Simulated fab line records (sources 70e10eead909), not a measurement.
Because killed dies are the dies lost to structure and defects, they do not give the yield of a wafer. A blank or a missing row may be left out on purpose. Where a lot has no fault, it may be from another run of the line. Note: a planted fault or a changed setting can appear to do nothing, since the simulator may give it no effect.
Chamber matching -- flow nandHarc -- pecvd-02 running NHARC_A_STAIRCASE_DEP_417: 3 sister chambers
The step deposits Si3N4, target thk 60 nm. 6 wafers are shown with their chamber, then 7 later ones without.

## WAFERS, EACH WITH ITS CHAMBER
wafer,chamber,heaterPowerW (W)
L938.1,1,593
L940.2,2,711
L940.4,1,655
L940.6,0,698
L943.1,2,718
L943.3,0,656

## WAFERS WITHOUT THEIR CHAMBER
wafer,heaterPowerW (W)
L943.5,690
L957.1,668
L957.2,740
L957.6,724
L958.3,656
L958.4,706
L958.5,663

## EACH ONE'S CHAMBER
wafer,from the rows above,in truth
L943.5,can't be placed: 0 or 2 or 1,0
L957.1,can't be placed: 0 or 1 or 2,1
L957.2,can't be placed: 2 or 0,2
L957.6,can't be placed: 2 or 0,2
L958.3,can't be placed: 0 or 1 or 2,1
L958.4,can't be placed: 2 or 0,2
L958.5,can't be placed: 0 or 1 or 2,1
Correct placement for 0 of the 7. Not placeable from these rows: 7 (in 7, the candidates include the true chamber). 0 placed wrongly.
How it was worked out, from the rows above alone: a wafer's distance from a chamber is the root of the sum, over the readings, of the square of ((its reading less the chamber's mean) divided by the reading's scatter). If the next closest chamber is less than 2 further off than the closest, the wafer can't be placed; otherwise it belongs to the closest. A chamber's mean is the mean of its shown wafers. How the scatter is found: for the shown wafers, subtract from each reading the mean of its chamber, square and add these, divide the total by (wafers less chambers), then take the root.
